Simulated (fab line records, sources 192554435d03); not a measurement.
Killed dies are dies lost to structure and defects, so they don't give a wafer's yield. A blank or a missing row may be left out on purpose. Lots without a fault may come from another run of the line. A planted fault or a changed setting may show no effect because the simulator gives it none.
Split-lot experiment | flow n5_finfet | 7 lots, 21 wafers read, on a route of 1938 steps

THE SPLIT
At N5_BEOL_M8_COAT_59 (time 60 s, resist thk 100 nm), the setting spin_rpm was moved away from the recipe's 1500 rpm on 6 of the 21 wafers read, by -4.5% to +7.7%. The other wafers ran this setting at the recipe's value.

FROM THE SPLIT TO THE READING: what the file shows between them, 6 steps
- N5_BEOL_M8_DEVELOP_10: develop time 30 s (also split here: develop_time_s)
- N5_BEOL_M8_DESCUM_16: chemistry O2, time 7.9 s
- N5_BEOL_M8_ETCH_61: etches SiARC in CF4, target depth 45.5 nm, time 75.8 s
- N5_BEOL_M8_ETCH_62: etches SOC in N2/H2, target depth 110 nm, overetch 22 nm, time 165 s
- N5_BEOL_M8_STRIP_68: strips in N2/H2
- N5_BEOL_M8_STRIP_67: strips in CF4

THE READING
SOC_of_BEOL_M8_COAT_59.thk_nm (the simulator's own value, which no gauge read), in nm, at N5_BEOL_M8_HM_OPEN_17 (chemistry Cl2/BCl3, target TiN, target depth 20 nm, overetch 6 nm). The file gives no usual value for it. The 15 wafers here that ran the recipe average 92.3 nm, standard deviation 0.19 nm.

wafer  | tool, chamber at the split | spin_rpm as run, rpm | against the recipe | SOC_of_BEOL_M8_COAT_59.thk_nm, nm | against lot-mates on the recipe
L075.1 | litho_track-03, 0          | 1500                 | recipe             | 92                                | -
L075.3 | litho_track-03, 0          | 1432                 | -4.5%              | 94.2                              | +2.1
L075.4 | litho_track-03, 0          | 1500                 | recipe             | 92.2                              | -
L076.1 | litho_track-01, 0          | 1500                 | recipe             | 92.6                              | -
L076.2 | litho_track-01, 0          | 1500                 | recipe             | 92.4                              | -
L076.6 | litho_track-01, 0          | 1500                 | recipe             | 92.2                              | -
L081.1 | litho_track-02, 0          | 1500                 | recipe             | 92.6                              | -
L081.3 | litho_track-02, 0          | 1500                 | recipe             | 92.4                              | -
L081.6 | litho_track-02, 0          | 1500                 | recipe             | 92.4                              | -
L083.1 | litho_track-03, 0          | 1500                 | recipe             | 92.2                              | -
L083.4 | litho_track-03, 0          | 1500                 | recipe             | 92.2                              | -
L083.3 | litho_track-03, 0          | 1500                 | recipe             | 92.4                              | -
L086.1 | litho_track-01, 0          | 1616                 | +7.7%              | 89                                | -3.4
L086.5 | litho_track-01, 0          | 1616                 | +7.7%              | 89                                | -3.4
L086.3 | litho_track-01, 0          | 1500                 | recipe             | 92.4                              | -
L095.2 | litho_track-02, 0          | 1500                 | recipe             | 92                                | -
L095.5 | litho_track-02, 0          | 1500                 | recipe             | 92                                | -
L095.6 | litho_track-02, 0          | 1500                 | recipe             | 92.4                              | -
L096.2 | litho_track-03, 0          | 1576                 | +5.1%              | 89.8                              | no lot-mate on the recipe
L096.6 | litho_track-03, 0          | 1576                 | +5.1%              | 89.8                              | no lot-mate on the recipe
L096.3 | litho_track-03, 0          | 1576                 | +5.1%              | 90                                | no lot-mate on the recipe

THE FIT
A straight line over all 21 wafers: SOC_of_BEOL_M8_COAT_59.thk_nm changes by -0.442 nm for each +1% of spin_rpm; r = -0.99; the points scatter about the line by 0.19 nm.
The same after taking each lot's own level away (the mean of its wafers on the recipe; 18 wafers): -0.444 nm for each +1%; r = -0.99; scatter 0.13 nm.
On that fit, the largest move of spin_rpm shifts the reading by 3.4 nm.
The lots' own levels span 92.10 to 92.47 nm, that is 1.9 times the standard deviation above.
So the lot-to-lot level changes the slope little: the two slopes agree.
Check: with one of the wafers moved furthest among these (+7.7%) left out of the fit, the line predicts -3.44 nm for it against its lot-mates. It came out at -3.4 nm against them.

OTHER SPLITS ON THESE WAFERS
These wafers also went through other splits before the reading. Each is held against what the fit with the lots' levels taken away leaves over:
other split on the same wafers       | wafers away from the commonest value | r with SOC_of_BEOL_M8_COAT_59.thk_nm (lot level and that fit taken away)
N5_BEOL_M5_COAT_71 spin_rpm          | 10                                   | -0.07
N5_BEOL_M6_ILD_DEP_00 time_s         | 8                                    | +0.06
N5_BEOL_M6_TRENCH_ETCH_37 source_w   | 9                                    | +0.01
N5_BEOL_M7_ETCH_66 bias_w            | 7                                    | +0.16
N5_BEOL_M7_ETCH_41 source_w          | 7                                    | -0.11
N5_BEOL_M8_DEVELOP_10 develop_time_s | 8                                    | -0.03

THE WHOLE CHAIN: every reading that the file lists as answering this split, in the file's order
step                  | what it does                                                         | reading                                                                        | change (the file's fit)               | r (the file's)
N5_BEOL_M8_COAT_59    | time 60 s, resist thk 100 nm                                         | SOC_of_BEOL_M8_COAT_59.thk_nm (the simulator's own value, which no gauge read) | -0.444 nm for each +1% of the setting | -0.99
N5_BEOL_M8_ETCH_62    | etches SOC in N2/H2, target depth 110 nm, overetch 22 nm, time 165 s | etch.depth_nm (the simulator's own value, which no gauge read)                 | -0.444 nm for each +1% of the setting | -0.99
N5_BEOL_M8_HM_OPEN_17 | chemistry Cl2/BCl3, target TiN, target depth 20 nm, overetch 6 nm    | SOC_of_BEOL_M8_COAT_59.thk_nm (the simulator's own value, which no gauge read) | -0.446 nm for each +1% of the setting | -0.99

THE FILE'S OWN FIT
SOC_of_BEOL_M8_COAT_59.thk_nm changes by -0.446 nm for each +1% of spin_rpm, r = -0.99.
